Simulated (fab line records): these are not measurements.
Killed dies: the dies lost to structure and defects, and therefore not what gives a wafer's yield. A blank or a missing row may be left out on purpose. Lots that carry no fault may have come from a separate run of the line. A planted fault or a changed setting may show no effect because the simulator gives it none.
Matching of chambers / flow n5-finfet / 4 sister chambers for N5_MOL_CONTACT_COAG_ETCH_48 on rie-diel-02
The step etches SiOC in C4F6/O2, target depth 15 nm, overetch 4.5 nm, time 17 s. 18 wafers are shown with their chamber, then 9 later ones without.

== WAFERS, EACH WITH ITS CHAMBER ==
wafer=L076.1; chamber=3; drypump-motor-current-A (A)=6.1; rf-vpp-V (V)=1585; throttle-valve-pct (%)=39.3
wafer=L076.2; chamber=1; drypump-motor-current-A (A)=5.6; rf-vpp-V (V)=1537; throttle-valve-pct (%)=40.7
wafer=L076.3; chamber=0; drypump-motor-current-A (A)=6.0; rf-vpp-V (V)=1626; throttle-valve-pct (%)=40.3
wafer=L076.4; chamber=3; drypump-motor-current-A (A)=6.1; rf-vpp-V (V)=1585; throttle-valve-pct (%)=39.3
wafer=L076.5; chamber=1; drypump-motor-current-A (A)=5.6; rf-vpp-V (V)=1537; throttle-valve-pct (%)=40.7
wafer=L076.6; chamber=0; drypump-motor-current-A (A)=6.0; rf-vpp-V (V)=1625; throttle-valve-pct (%)=40.3
wafer=L078.4; chamber=0; drypump-motor-current-A (A)=6.0; rf-vpp-V (V)=1624; throttle-valve-pct (%)=40.3
wafer=L078.5; chamber=2; drypump-motor-current-A (A)=5.3; rf-vpp-V (V)=1578; throttle-valve-pct (%)=39.8
wafer=L078.6; chamber=3; drypump-motor-current-A (A)=6.1; rf-vpp-V (V)=1584; throttle-valve-pct (%)=39.3
wafer=L088.2; chamber=1; drypump-motor-current-A (A)=5.5; rf-vpp-V (V)=1563; throttle-valve-pct (%)=40.1
wafer=L088.3; chamber=2; drypump-motor-current-A (A)=5.4; rf-vpp-V (V)=1576; throttle-valve-pct (%)=39.8
wafer=L088.6; chamber=2; drypump-motor-current-A (A)=5.4; rf-vpp-V (V)=1577; throttle-valve-pct (%)=39.8
wafer=L089.1; chamber=0; drypump-motor-current-A (A)=6.0; rf-vpp-V (V)=1625; throttle-valve-pct (%)=40.3
wafer=L089.2; chamber=1; drypump-motor-current-A (A)=5.5; rf-vpp-V (V)=1562; throttle-valve-pct (%)=40.0
wafer=L089.5; chamber=2; drypump-motor-current-A (A)=5.4; rf-vpp-V (V)=1577; throttle-valve-pct (%)=39.8
wafer=L090.3; chamber=2; drypump-motor-current-A (A)=5.4; rf-vpp-V (V)=1577; throttle-valve-pct (%)=39.8
wafer=L090.5; chamber=1; drypump-motor-current-A (A)=5.6; rf-vpp-V (V)=1562; throttle-valve-pct (%)=40.0
wafer=L090.6; chamber=2; drypump-motor-current-A (A)=5.4; rf-vpp-V (V)=1577; throttle-valve-pct (%)=39.8

SIGNATURES (averages over the wafers above)
reading=drypump-motor-current-A; chamber 0=6.000; chamber 1=5.560; chamber 2=5.383; chamber 3=6.100; scatter within a chamber=0.0381
reading=rf-vpp-V; chamber 0=1625.00; chamber 1=1552.20; chamber 2=1577.00; chamber 3=1584.67; scatter within a chamber=7.44
reading=throttle-valve-pct; chamber 0=40.300; chamber 1=40.300; chamber 2=39.800; chamber 3=39.300; scatter within a chamber=0.196
Rule: distance of a wafer from a chamber = root of the sum over the readings of ((wafer's reading minus chamber's mean) / reading's scatter) squared. If the next closest chamber is less than 2 further off than the closest, the wafer can't be placed; otherwise it belongs to the closest. The scatter is the square root of a quotient: the sum, over the shown wafers, of each reading's squared deviation from its chamber's mean, divided by wafers minus chambers.

== WAFERS WITH NO CHAMBER GIVEN ==
wafer=L092.3; drypump-motor-current-A (A)=5.6; rf-vpp-V (V)=1563; throttle-valve-pct (%)=40.0
wafer=L092.4; drypump-motor-current-A (A)=6.1; rf-vpp-V (V)=1583; throttle-valve-pct (%)=39.3
wafer=L092.5; drypump-motor-current-A (A)=6.0; rf-vpp-V (V)=1623; throttle-valve-pct (%)=40.3
wafer=L094.1; drypump-motor-current-A (A)=5.3; rf-vpp-V (V)=1577; throttle-valve-pct (%)=39.8
wafer=L094.4; drypump-motor-current-A (A)=6.1; rf-vpp-V (V)=1582; throttle-valve-pct (%)=39.3
wafer=L094.5; drypump-motor-current-A (A)=5.6; rf-vpp-V (V)=1561; throttle-valve-pct (%)=40.1
wafer=L096.2; drypump-motor-current-A (A)=5.4; rf-vpp-V (V)=1578; throttle-valve-pct (%)=39.8
wafer=L096.3; drypump-motor-current-A (A)=5.6; rf-vpp-V (V)=1561; throttle-valve-pct (%)=40.0
wafer=L096.5; drypump-motor-current-A (A)=6.0; rf-vpp-V (V)=1624; throttle-valve-pct (%)=40.3

== CHAMBER TAKEN BY EACH ==
wafer=L092.3; from the rows above=1; in truth=1
wafer=L092.4; from the rows above=3; in truth=3
wafer=L092.5; from the rows above=0; in truth=0
wafer=L094.1; from the rows above=2; in truth=2
wafer=L094.4; from the rows above=3; in truth=3
wafer=L094.5; from the rows above=1; in truth=1
wafer=L096.2; from the rows above=2; in truth=2
wafer=L096.3; from the rows above=1; in truth=1
wafer=L096.5; from the rows above=0; in truth=0
Correct placement for 9 of the 9. Left unplaced by these rows: 0. Placed wrongly: 0.
